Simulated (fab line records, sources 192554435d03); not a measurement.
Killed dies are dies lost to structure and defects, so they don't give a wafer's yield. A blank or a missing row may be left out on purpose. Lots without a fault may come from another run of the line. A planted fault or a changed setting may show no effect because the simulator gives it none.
A struck lot beside a sound one | flow n5_finfet | 39 steps out of a route of 1938
Sound: wafers L585.3, L585.4, L585.6. Struck: wafer L595.2. (L595.5 of the same lot was not struck and is left out.) The cause comes at the end.
At each step with rows: each side's tool, then ch and its chambers, then its first start. Under that, the readings that differ: sound wafers | struck wafers | difference of the means | sigmas: that difference in standard deviations of wafers without a fault.
alike: readings whose means differ by less than 2 such deviations, and words and numbers that are the same on both sides. not compared: withheld readings, readings that some wafer has no value for, bounds like >300 that may hide the same value, and numbers for which the record gives no deviation and whose values overlap.
The two part at a step that has a row with sigmas, a row that says differs or no value, or rows on one side only. Numbers that don't overlap but have no deviation are shown without sigmas and don't part them. A reading that every wafer of one side lacks parts them only if that side has two wafers or more.

first, 12 steps without rows for these wafers: N5_SD_EPI_N_ETCH_35 (etches SOC in N2/H2, overetch 108 nm, time 486 s); N5_SD_EPI_N_STRIP_36 (strips in N2/H2); N5_SD_EPI_N_ETCHBACK_44 (etches SiNx in CH3F/O2, stops on SiO2, target depth 14.5 nm); N5_SD_EPI_N_ETCH_45 (etches SiOCN in CH3F/O2, target depth 6 nm); N5_SD_EPI_N_ETCH_16 (etches SiO2 in CHF3/O2, target depth 5 nm); N5_SD_EPI_N_STRIP_47 (strips in CHF3/O2); N5_SD_EPI_N_SD_RECESS_17 (chemistry HBr/Cl2/O2, target depth 41 nm, time 23.7 s, bt time 3 s); N5_SD_EPI_N_STRIP_38 (strips in N2/H2); N5_SD_EPI_N_WET_ETCH_43 (etches SiO2 in dHF, time 14 s, target depth 1.5 nm); N5_SD_EPI_N_STRIP_18 (strips in SPM, time 750 s); N5_SD_EPI_N_SRD_20 (time 30 s); N5_SD_EPI_N_PRECLEAN_48 (cleans in NF3:NH3, afs cycles 2, time 20 s, sublimation time 60 s).
N5_SD_EPI_N_VAPOR_ETCH_50: etches Si in HCl, time 54 s.
  sound on epi_rpcvd-02 ch 0, day 3 01:50; struck on epi_rpcvd-02 ch 0, day 5 14:37
  alike: throttle_valve_pct
then, 24 steps without rows for these wafers: N5_SD_EPI_N_EPI_21 (deposits Si:P, time 690 s); N5_SD_EPI_N_PRECLEAN_24 (cleans in O3/DIW, time 60 s); N5_SD_EPI_N_SRD_25 (time 30 s); N5_SD_EPI_N_PRECLEAN_49 (cleans in NF3:NH3, afs cycles 1, time 20 s, sublimation time 60 s); N5_SD_EPI_N_LINER_46 (material SiNx, target thk 3 nm); N5_SD_EPI_P_COAT_34 (time 60 s, resist thk 350 nm); N5_SD_EPI_P_COAT_35 (time 60 s, resist thk 35 nm); N5_SD_EPI_P_COAT_03 (resist thk 150 nm); N5_SD_EPI_P_EBR_05; N5_SD_EPI_P_SOFTBAKE_04 (time 60 s); N5_SD_EPI_P_EXPOSE_06 (exposes mask SD P BLK, target cd 240 nm); N5_SD_EPI_P_PEB_07 (peb time 60 s); N5_SD_EPI_P_DEVELOP_08 (develop time 30 s); N5_SD_EPI_P_DESCUM_14 (chemistry O2, time 7.9 s); N5_SD_EPI_P_ETCH_36 (etches SiARC in CF4, target depth 45.5 nm, time 75.8 s); N5_SD_EPI_P_ETCH_37 (etches SOC in N2/H2, overetch 108 nm, time 486 s); N5_SD_EPI_P_STRIP_38 (strips in N2/H2); N5_SD_EPI_P_ETCHBACK_46 (etches SiNx in CH3F/O2, stops on SiO2, target depth 17.5 nm); N5_SD_EPI_P_ETCH_47 (etches SiOCN in CH3F/O2, target depth 25 nm); N5_SD_EPI_P_ETCH_16 (etches SiO2 in CHF3/O2, target depth 5 nm); N5_SD_EPI_P_STRIP_50 (strips in CHF3/O2); N5_SD_EPI_P_SD_RECESS_17 (chemistry HBr/Cl2/O2, target depth 39.1 nm, bt time 3 s); N5_SD_EPI_P_WET_ETCH_45 (etches SiO2 in dHF, time 10.7 s, target depth 2 nm, rinse time 30 s); N5_SD_EPI_P_STRIP_40 (strips in N2/H2).
-- the record jumps here: 5 days lie between the struck wafers' starts before and after (it left off in module SD_EPI_P and takes up again in module BEOL_M4, whose first step shown is number 1111 of the route) --
N5_BEOL_M4_RC_MEAS_101:
  sound on prober-02 ch 0, day 7 21:17; struck on prober-02 ch 0, day 10 21:56
  reading            | sound             | struck | difference | sigmas
  DIBL_N (mV/V)      | 36.7 37.4 36.9    | 45.4   | +8.4       | +6
  IOFF_N (nA/um)     | 0.147 0.170 0.160 | 0.361  | +0.202     | +9
  IOFF_N_85C (nA/um) | 2.8 3.2 3.0       | 6.0    | +3.0       | +8
  IOFF_N_LIN (nA/um) | 0.069 0.079 0.074 | 0.136  | +0.062     | +7
  ION_N (uA/um)      | 672 679 668       | 719    | +46        | +6
  REXT_N (ohm.um)    | 73.7 73.7 73.7    | 65.2   | -8.5       | -5
  SS_N (mV/dec)      | 71.0 71.5 71.7    | 73.2   | +1.8       | +3
  VT_N (mV)          | 252.0 248.7 249.6 | 238.6  | -11.5      | -4
  VT_N_LVT (mV)      | 100.8 98.3 99.6   | 87.8   | -11.8      | -4
  alike: DIBL_P, IOFF_P, ION_P, SS_P, VT_P
-- the record jumps here: 4 days lie between the struck wafers' starts before and after (it left off in module BEOL_M4 and takes up again in module PASSIVATION, whose first step shown is number 1936 of the route) --
N5_PASSIVATION_PROBE_49:
  sound on prober-02, day 12 00:53; struck on prober-02, day 15 07:04
  reading                | sound          | struck | difference | sigmas
  killed_at_M0_to_M3     | 29 22 30       | 50     | +23        | +2
  killed_at_other        | 7 13 7         | 0      | -9         | -3
  killed_open            | 51 53 66       | 86     | +29        | +2
  killed_short           | 39 39 49       | 24     | -18        | -2
  sort_bin_4_leakage (%) | 0 0 0          | 6.78   | +6.78      |
  sort_n_pass            | 1090 1087 1063 | 989    | -91        | -5
  sort_yield_pct (%)     | 92.4 92.1 90.1 | 83.8   | -7.7       | -5
  alike: defect_limited_yield, killed_at_M4_up, killed_at_contacts, killed_at_front_end, killed_dies, sort_bin_5_function, sort_bin_6_memory

WHERE THEY PART
First at N5_BEOL_M4_RC_MEAS_101; last, within this record, at N5_PASSIVATION_PROBE_49.

WHY: what the simulator had put in
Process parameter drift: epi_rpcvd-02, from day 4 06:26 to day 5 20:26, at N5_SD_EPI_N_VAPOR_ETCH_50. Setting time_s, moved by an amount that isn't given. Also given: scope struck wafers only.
